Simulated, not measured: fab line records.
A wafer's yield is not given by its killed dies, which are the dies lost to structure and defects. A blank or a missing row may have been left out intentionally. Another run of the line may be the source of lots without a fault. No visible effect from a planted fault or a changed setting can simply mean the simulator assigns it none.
A lot that was struck, set against a sound lot | flow nand-harc | 25 steps out of a route of 1302
Sound: wafers L578.1, L578.5, L578.6. Wafers L590.1, L590.2, L590.4 were the ones struck. Last of all comes the cause.
At each step with rows: each side's tool, then ch and its chambers, then its first start. Under that, the readings that differ: sound wafers | struck wafers | difference of the means | sigmas: that difference in standard deviations of wafers without a fault.
alike: same words and numbers on both sides, and readings whose means sit less than 2 such deviations apart. not compared: any withheld reading, any reading some wafer has no value for, any bound like >300 that may hide the same value, and any number with overlapping values for which the record gives no deviation.
The two part at a step that has a row with sigmas, a row that says differs or no value, or rows on one side only. Numbers that don't overlap but have no deviation are shown without sigmas and don't part them. A reading missing from all wafers of one side parts the sides only when that side holds two or more wafers.

first, 1 step without rows for these wafers: NHARC_P_M0_SRD_25.
NHARC_P_M0_INSPECT_27:
  struck on defect-inspect-02, day 11 20:52; sound on defect-inspect-01, day 7 00:26
  alike: raw-defect-count
NHARC_P_M0_PRE_CLEAN_31: time 12 s.
  sound on pecvd-01 ch 0,1,2, day 7 00:32; struck on pecvd-04 ch 0,2, day 11 20:56
  alike: heater-power-w
NHARC_P_M0_DEP_32: deposits SiCN, target thk 30 nm.
  sound on pecvd-01 ch 0,1,2, day 7 00:40; struck on pecvd-04 ch 0,2, day 11 21:01
  reading              | sound          | struck         | difference | sigmas
  showerhead-vpp-V (V) | 1236 1311 1305 | 1446 1430 1450 | +158       | +2
  alike: heater-power-w
then, 7 steps without rows for these wafers: NHARC_P_M1_DEP_00 (deposits SiOC, target thk 182.5 nm); NHARC_P_M1_DEHYDRATE_01 (time 120 s); NHARC_P_M1_HMDS_02 (time 30 s); NHARC_P_M1_COAT_34 (time 65 s); NHARC_P_M1_COAT_03 (resist thk 90 nm); NHARC_P_M1_SOFTBAKE_04 (time 55 s); NHARC_P_M1_EBR_05.
NHARC_P_M1_EXPOSE_06: exposes mask P M1, target cd 130 nm.
  sound on arfi-scanner-03 ch 0, day 7 01:41; struck on arfi-scanner-01 ch 0, day 11 22:07
  reading              | sound             | struck            | difference | sigmas
  exposure-dose-mJ-cm2 | 81.88 81.91 82.02 | 78.16 78.23 78.17 | -3.75      | -47
  alike: mask
then, 2 steps without rows for these wafers: NHARC_P_M1_PEB_07 (peb time 65 s); NHARC_P_M1_DEVELOP_08 (develop time 35 s).
NHARC_P_M1_CD_MEAS_09 targets a cd of 130 nm.
  sound on cd-sem-02 ch 0, day 7 01:50; struck on cd-sem-03 ch 0, day 11 22:16
  reading    | sound             | struck            | difference | sigmas
  cd-nm (nm) | 129.2 130.0 129.6 | 127.7 127.5 127.5 | -2.0       | -4
NHARC_P_M1_OVL_MEAS_10: pitch 260 nm.
  struck on overlay-02, day 11 22:21; sound on overlay-02, day 7 01:55
  alike: overlay-x-nm, overlay-y-nm
NHARC_P_M1_INSPECT_11:
  struck on defect-inspect-01, day 11 22:23; sound on defect-inspect-01, day 7 01:58
  alike: raw-defect-count
NHARC_P_M1_DESCUM_14: chemistry O2, time 3 s.
  sound on rie-diel-06 ch 0,1,3, day 7 02:02; struck on rie-diel-08 ch 0,2,3, day 11 22:27
  reading               | sound             | struck            | difference | sigmas
  model.P_M1.cd-nm (nm) | 129.4 129.7 128.5 | 128.3 127.5 126.7 | -1.7       |
  alike: drypump-motor-current-A, oes-product-au, rf-vpp-V, showerhead-plenum-p-Torr, throttle-valve-pct
  not compared: rf-hours-counter-h
NHARC_P_M1_ETCH_35: etches the open film in N2/H2, target depth 40 nm, overetch 12 nm, time 43.94 s.
  sound on rie-diel-06 ch 0,1, day 7 02:06; struck on rie-diel-08 ch 1,2,3, day 11 22:32
  alike: bias-w, drypump-motor-current-A, h2-flow-sccm, oes-product-au, rf-vpp-V, showerhead-plenum-p-Torr, throttle-valve-pct
  not compared: rf-hours-counter-h
NHARC_P_M1_ETCH_15: etches the open film in C4F8/Ar, target depth 182.5 nm, time 91.2 s.
  sound on rie-diel-06 ch 2,3; struck on rie-diel-08 ch 0,1,3
  alike: bias-w, oes-product-au, rf-vpp-V
  not compared: rf-hours-counter-h
NHARC_P_M1_CD_MEAS_16:
  struck on cd-sem-03, day 11 22:45; sound on cd-sem-02, day 7 02:19
  reading    | sound             | struck            | difference | sigmas
  cd-nm (nm) | 129.1 129.9 128.5 | 128.1 127.0 126.9 | -1.8       | -2
NHARC_P_M1_STRIP_18: strips in N2/H2.
  sound on rie-diel-06 ch 0,2,3, day 7 02:27; struck on rie-diel-06 ch 1,2,3, day 11 22:50
  alike: drypump-motor-current-A, h2-flow-sccm, oes-product-au, rf-vpp-V, showerhead-plenum-p-Torr, throttle-valve-pct
  not compared: rf-hours-counter-h
NHARC_P_M1_ETCH_28: etches the open film in CF4/N2, target depth 30 nm, time 72.99 s.
  sound on rie-diel-06 ch 0,3; struck on rie-diel-06 ch 0,1,3
  reading               | sound             | struck          | difference | sigmas
  model.P_M1.cd-nm (nm) | 128.9 130.5 128.6 | 128.1 128 127.6 | -1.4       |
  alike: bias-w, drypump-motor-current-A, oes-product-au, rf-vpp-V, showerhead-plenum-p-Torr, throttle-valve-pct
  not compared: rf-hours-counter-h
then, 1 step without rows for these wafers: NHARC_P_M1_STRIP_19 (strips in post etch residue remover, time 600 s).
-- break in the record here, with 18 days between the starts of the struck wafers on either side (left off in module P_M1, picked up again in module END, where the first step shown is number 1302 on the route) --
NHARC_END_SORT_01:
  sound on prober-01 ch 0, day 25 13:00; struck on prober-01 ch 0, day 30 09:08
  reading             | sound   | struck | difference | sigmas
  killed-at-periphery | 10 10 8 | 0 4 2  | -7         | -3
  alike: defect-limited-yield, killed-at-array, killed-at-other, killed-dies, killed-open, killed-short

## WHERE THEY PART
Earliest at NHARC_P_M0_DEP_32; latest, in this record, at NHARC_END_SORT_01.

WHY: whatever the simulator had introduced
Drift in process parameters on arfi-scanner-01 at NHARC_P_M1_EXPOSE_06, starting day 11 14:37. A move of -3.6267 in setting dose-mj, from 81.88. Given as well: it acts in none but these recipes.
